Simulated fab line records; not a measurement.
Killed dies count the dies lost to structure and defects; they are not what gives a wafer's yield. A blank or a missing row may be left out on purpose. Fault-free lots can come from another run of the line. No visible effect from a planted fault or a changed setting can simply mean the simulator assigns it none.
Matching of chambers :: flow n5-finfet :: rie-diel-05 running N5_BEOL_M6_STRIP_19: 4 sister chambers
The step strips in O2. 20 wafers are shown with their chamber, then 10 later ones without.

== WAFERS PAIRED WITH THEIR CHAMBERS ==
wafer: L075.3
chamber: 2
drypump-motor-current-A (A): 5.3
showerhead-plenum-p-Torr (Torr): 2.15
oes-product-au (a.u.): 0.76

wafer: L075.4
chamber: 0
drypump-motor-current-A (A): 6.0
showerhead-plenum-p-Torr (Torr): 2.00
oes-product-au (a.u.): 0.72

wafer: L075.6
chamber: 0
drypump-motor-current-A (A): 6.0
showerhead-plenum-p-Torr (Torr): 2.00
oes-product-au (a.u.): 0.73

wafer: L079.2
chamber: 1
drypump-motor-current-A (A): 5.3
showerhead-plenum-p-Torr (Torr): 2.15
oes-product-au (a.u.): 0.91

wafer: L079.3
chamber: 3
drypump-motor-current-A (A): 5.8
showerhead-plenum-p-Torr (Torr): 2.10
oes-product-au (a.u.): 0.70

wafer: L079.6
chamber: 3
drypump-motor-current-A (A): 5.8
showerhead-plenum-p-Torr (Torr): 2.10
oes-product-au (a.u.): 0.70

wafer: L080.2
chamber: 0
drypump-motor-current-A (A): 6.0
showerhead-plenum-p-Torr (Torr): 2.00
oes-product-au (a.u.): 0.71

wafer: L080.3
chamber: 1
drypump-motor-current-A (A): 5.3
showerhead-plenum-p-Torr (Torr): 2.15
oes-product-au (a.u.): 0.90

wafer: L080.6
chamber: 0
drypump-motor-current-A (A): 5.9
showerhead-plenum-p-Torr (Torr): 2.00
oes-product-au (a.u.): 0.71

wafer: L081.2
chamber: 0
drypump-motor-current-A (A): 6.0
showerhead-plenum-p-Torr (Torr): 2.00
oes-product-au (a.u.): 0.71

wafer: L081.5
chamber: 2
drypump-motor-current-A (A): 5.3
showerhead-plenum-p-Torr (Torr): 2.14
oes-product-au (a.u.): 0.74

wafer: L081.6
chamber: 0
drypump-motor-current-A (A): 6.0
showerhead-plenum-p-Torr (Torr): 2.00
oes-product-au (a.u.): 0.71

wafer: L082.1
chamber: 1
drypump-motor-current-A (A): 5.3
showerhead-plenum-p-Torr (Torr): 2.15
oes-product-au (a.u.): 0.89

wafer: L082.3
chamber: 0
drypump-motor-current-A (A): 5.9
showerhead-plenum-p-Torr (Torr): 2.00
oes-product-au (a.u.): 0.71

wafer: L082.4
chamber: 3
drypump-motor-current-A (A): 5.8
showerhead-plenum-p-Torr (Torr): 2.10
oes-product-au (a.u.): 0.70

wafer: L088.1
chamber: 2
drypump-motor-current-A (A): 5.3
showerhead-plenum-p-Torr (Torr): 2.14
oes-product-au (a.u.): 0.72

wafer: L088.5
chamber: 0
drypump-motor-current-A (A): 6.0
showerhead-plenum-p-Torr (Torr): 1.99
oes-product-au (a.u.): 0.70

wafer: L088.6
chamber: 3
drypump-motor-current-A (A): 5.8
showerhead-plenum-p-Torr (Torr): 2.09
oes-product-au (a.u.): 0.69

wafer: L091.1
chamber: 3
drypump-motor-current-A (A): 5.8
showerhead-plenum-p-Torr (Torr): 2.09
oes-product-au (a.u.): 0.69

wafer: L091.2
chamber: 2
drypump-motor-current-A (A): 5.3
showerhead-plenum-p-Torr (Torr): 2.14
oes-product-au (a.u.): 0.73

SIGNATURES (averages over the wafers above)
reading: drypump-motor-current-A
chamber 0: 5.975
chamber 1: 5.300
chamber 2: 5.300
chamber 3: 5.800
scatter within a chamber: 0.0306

reading: showerhead-plenum-p-Torr
chamber 0: 1.9988
chamber 1: 2.1500
chamber 2: 2.1425
chamber 3: 2.0960
scatter within a chamber: 0.0042

reading: oes-product-au
chamber 0: 0.7125
chamber 1: 0.9000
chamber 2: 0.7375
chamber 3: 0.6960
scatter within a chamber: 0.0104
Rule: distance of a wafer from a chamber = root of the sum over the readings of ((wafer's reading minus chamber's mean) / reading's scatter) squared. The wafer belongs to the nearest chamber; if the next one is less than 2 further off, it can't be placed. How the scatter is found: for the shown wafers, subtract from each reading the mean of its chamber, square and add these, divide the total by (wafers less chambers), then take the root.

== WAFERS MISSING THEIR CHAMBER ==
wafer: L091.6
drypump-motor-current-A (A): 5.2
showerhead-plenum-p-Torr (Torr): 2.14
oes-product-au (a.u.): 0.86

wafer: L090.2
drypump-motor-current-A (A): 6.0
showerhead-plenum-p-Torr (Torr): 1.99
oes-product-au (a.u.): 0.69

wafer: L090.4
drypump-motor-current-A (A): 5.3
showerhead-plenum-p-Torr (Torr): 2.14
oes-product-au (a.u.): 0.71

wafer: L090.5
drypump-motor-current-A (A): 5.8
showerhead-plenum-p-Torr (Torr): 2.09
oes-product-au (a.u.): 0.68

wafer: L092.1
drypump-motor-current-A (A): 5.3
showerhead-plenum-p-Torr (Torr): 2.13
oes-product-au (a.u.): 0.73

wafer: L092.4
drypump-motor-current-A (A): 6.0
showerhead-plenum-p-Torr (Torr): 1.99
oes-product-au (a.u.): 0.69

wafer: L092.6
drypump-motor-current-A (A): 5.3
showerhead-plenum-p-Torr (Torr): 2.14
oes-product-au (a.u.): 0.86

wafer: L096.4
drypump-motor-current-A (A): 5.3
showerhead-plenum-p-Torr (Torr): 2.13
oes-product-au (a.u.): 0.71

wafer: L096.5
drypump-motor-current-A (A): 5.3
showerhead-plenum-p-Torr (Torr): 2.13
oes-product-au (a.u.): 0.71

wafer: L096.6
drypump-motor-current-A (A): 5.8
showerhead-plenum-p-Torr (Torr): 2.09
oes-product-au (a.u.): 0.68

== WHICH CHAMBER EACH WENT THROUGH ==
wafer: L091.6
from the rows above: 1
in truth: 1

wafer: L090.2
from the rows above: 0
in truth: 0

wafer: L090.4
from the rows above: 2
in truth: 2

wafer: L090.5
from the rows above: 3
in truth: 3

wafer: L092.1
from the rows above: 2
in truth: 2

wafer: L092.4
from the rows above: 0
in truth: 0

wafer: L092.6
from the rows above: 1
in truth: 1

wafer: L096.4
from the rows above: 2
in truth: 2

wafer: L096.5
from the rows above: 2
in truth: 2

wafer: L096.6
from the rows above: 3
in truth: 3
Placed correctly: 10 of 10. Not placeable from these rows: 0. Wrongly placed: 0.
